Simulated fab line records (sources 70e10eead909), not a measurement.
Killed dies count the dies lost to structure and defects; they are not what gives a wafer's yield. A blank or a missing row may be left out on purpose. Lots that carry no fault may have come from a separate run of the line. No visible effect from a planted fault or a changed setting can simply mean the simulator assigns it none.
Matching of chambers    flow nand_harc    4 sister chambers for NHARC_A_CONTACT_DESCUM_47 on rie_diel-07
The step chemistry O2, time 3 s. 8 wafers are shown with their chamber, then 7 later ones without.

## WAFERS PAIRED WITH THEIR CHAMBERS
wafer   chamber  showerhead_plenum_p_Torr (Torr)  drypump_motor_current_A (A)
L074.1  2        2.00                             6.0
L077.3  2        1.99                             5.9
L081.4  0        1.83                             6.7
L081.5  0        1.83                             6.7
L089.2  3        2.04                             5.6
L089.5  1        1.84                             4.8
L092.2  3        2.03                             5.6
L092.3  1        1.83                             4.8

## WAFERS WHOSE CHAMBER IS MISSING
wafer   showerhead_plenum_p_Torr (Torr)  drypump_motor_current_A (A)
L092.5  1.99                             6.0
L093.4  1.99                             5.9
L093.5  1.99                             6.0
L093.6  1.83                             4.7
L096.3  2.03                             5.6
L096.5  1.83                             4.7
L096.6  1.99                             6.0

## CHAMBER TAKEN BY EACH
wafer   from the rows above  in truth
L092.5  2                    2
L093.4  2                    2
L093.5  2                    2
L093.6  1                    1
L096.3  3                    3
L096.5  1                    1
L096.6  2                    2
7 of 7 placed correctly. From these rows, 0 cannot be placed. Wrongly placed: 0.
How it was worked out, from the rows above alone: a wafer's distance from a chamber is the root of the sum, over the readings, of the square of ((its reading less the chamber's mean) divided by the reading's scatter). The wafer belongs to the nearest chamber; if the next one is less than 2 further off, it can't be placed. For every chamber, the mean is computed from those of its wafers that are shown. The scatter: take each reading less its chamber's mean, square it, sum over the shown wafers, divide by the number of wafers less the number of chambers, and take the root.
